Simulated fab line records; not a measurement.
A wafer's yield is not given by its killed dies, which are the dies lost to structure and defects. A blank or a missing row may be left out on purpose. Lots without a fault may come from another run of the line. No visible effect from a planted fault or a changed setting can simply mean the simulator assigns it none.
Matching of chambers | flow n5-finfet | N5_DUMMY_GATE_ETCH_44 on rie-si-01: 4 sister chambers
The step etches poly-Si in HBr/O2, stops on SiO2, target depth 127.5 nm. 4 wafers are shown with their chamber, then 7 later ones without.

WAFERS, EACH WITH ITS CHAMBER
wafer  | chamber | drypump-motor-current-A (A)
L077.2 | 2       | 5.5
L086.3 | 0       | 6.7
L087.3 | 3       | 5.7
L087.4 | 1       | 5.1

WAFERS MISSING THEIR CHAMBER
wafer  | drypump-motor-current-A (A)
L087.6 | 5.2
L092.1 | 6.7
L092.3 | 5.5
L092.6 | 5.2
L096.1 | 5.7
L096.2 | 6.8
L096.6 | 6.8

CHAMBER TAKEN BY EACH
wafer  | from the rows above | in truth
L087.6 | 1                   | 1
L092.1 | 0                   | 0
L092.3 | 2                   | 2
L092.6 | 1                   | 1
L096.1 | 3                   | 3
L096.2 | 0                   | 0
L096.6 | 0                   | 0
Placed correctly: 7 of 7. From these rows, 0 cannot be placed. Number placed wrongly: 0.
How it was worked out, from the rows above alone: a wafer's distance from a chamber is the root of the sum, over the readings, of the square of ((its reading less the chamber's mean) divided by the reading's scatter). The wafer belongs to the nearest chamber; if the next one is less than 2 further off, it can't be placed. The mean given for a chamber averages the wafers shown for that chamber. The scatter: with one shown wafer a chamber, the root of the mean of the squares of how far each hidden wafer lies from its nearest shown one.
